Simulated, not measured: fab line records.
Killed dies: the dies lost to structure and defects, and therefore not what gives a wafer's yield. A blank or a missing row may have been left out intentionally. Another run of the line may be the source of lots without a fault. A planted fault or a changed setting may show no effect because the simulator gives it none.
A lot that was struck, set against a sound lot ; flow nand-harc ; 17 out of 1159 route steps
Sound: wafers L151.2, L151.4, L151.5. Wafers L167.1, L167.2, L167.3 were the ones struck. At the end, the cause is stated.
At each step with rows: each side's tool, then ch and its chambers, then its first start. Under that, the readings that differ: sound wafers ; struck wafers ; difference of the means ; sigmas: that difference in standard deviations of wafers without a fault.
alike: readings with means less than 2 such deviations apart, plus words and numbers identical on both sides. not compared: withheld readings, readings lacking a value on some wafer, bounds such as >300 that could conceal the same value, and numbers that have no deviation in the record and whose values overlap.
Wherever a step has rows on one side only, a row that says differs or no value, or a row with sigmas, the two part there. Numbers that have no deviation but don't overlap get no sigmas and don't part them. A reading that every wafer of one side lacks parts them only if that side has two wafers or more.

first, 1 step without rows for these wafers: NHARC_P_GATE_HARDBAKE_47 (time 80 s).
NHARC_P_GATE_DESCUM_48: chemistry O2, time 3 s.
  sound on rie-diel-08 ch 0,3, day 6 01:27; struck on rie-diel-02 ch 0,1,3, day 9 18:38
  alike: drypump-motor-current-A, oes-product-au, rf-vpp-V, showerhead-plenum-p-Torr, throttle-valve-pct
  not compared: rf-hours-counter-h
following that, these wafers have no rows for 1 step: NHARC_P_GATE_IMPLANT_49.
NHARC_P_GATE_STRIP_111: strips in N2/H2, time 250 s.
  sound on plasma-asher-02 ch 0, day 6 01:52; struck on plasma-asher-01 ch 0,1, day 9 19:01
reading;sound;struck;difference;sigmas
heater-power-w (W);66 65 65;101 85 99;+30;+3
  alike: drypump-motor-current-A
  not compared: rf-hours-counter-h
NHARC_P_GATE_STRIP_75: strips in O2.
  sound on plasma-asher-02 ch 0, day 6 02:08; struck on plasma-asher-01 ch 0,1, day 9 19:19
reading;sound;struck;difference;sigmas
heater-power-w (W);237 240 243;372 322 361;+112;+3
  alike: drypump-motor-current-A
  not compared: rf-hours-counter-h
then, 7 steps without rows for these wafers: NHARC_P_GATE_STRIP_50 (strips in SPM, time 900 s); NHARC_P_GATE_DEHYDRATE_51 (time 120 s); NHARC_P_GATE_HMDS_52 (time 30 s); NHARC_P_GATE_COAT_53; NHARC_P_GATE_SOFTBAKE_54 (time 95 s); NHARC_P_GATE_EBR_55; NHARC_P_GATE_EXPOSE_56 (exposes mask P PSD, target cd 720 nm).
NHARC_P_GATE_PEB_57: peb time 85 s.
  sound on litho-track-05 ch 0, day 6 02:50; struck on litho-track-05 ch 0, day 9 20:09
reading;sound;struck;difference;sigmas
heater-power-total-W (W);164.01 164.27 163.70;133.05 133.28 133.10;-30.85;-99 or more
plate-temp-C (C);117.98 117.75 117.80;101.04 101.19 101.20;-16.70;-99 or more
  alike: exhaust-pa
then, 1 step without rows for these wafers: NHARC_P_GATE_DEVELOP_58 (time 70 s).
NHARC_P_GATE_CD_MEAS_59: the cd target is 720 nm.
  sound on cd-sem-01 ch 0, day 6 02:55; struck on cd-sem-01 ch 0, day 9 20:14
reading;sound;struck;difference;sigmas
cd-nm (nm);719.5 723.3 723.7;649.2 647.6 649.1;-73.5;-37
then, 1 step without rows for these wafers: NHARC_P_GATE_HARDBAKE_60 (time 80 s).
-- jump in the record: it breaks off in module P_GATE and resumes in module END (first step shown: number 1159 of the route), and 14 days separate the struck wafers' starts before and after --
NHARC_END_SORT_01:
  sound on prober-02 ch 0, day 20 06:21; struck on prober-02 ch 0, day 23 18:22
reading;sound;struck;difference;sigmas
killed-at-periphery;2 0 3;5 7 7;+5;+2
  alike: killed-at-array, killed-at-other, killed-dies, killed-open, killed-short

## WHERE THEY PART
At NHARC_P_GATE_STRIP_111 first; at NHARC_END_SORT_01 last (within this record only).

WHY: whatever the simulator had introduced
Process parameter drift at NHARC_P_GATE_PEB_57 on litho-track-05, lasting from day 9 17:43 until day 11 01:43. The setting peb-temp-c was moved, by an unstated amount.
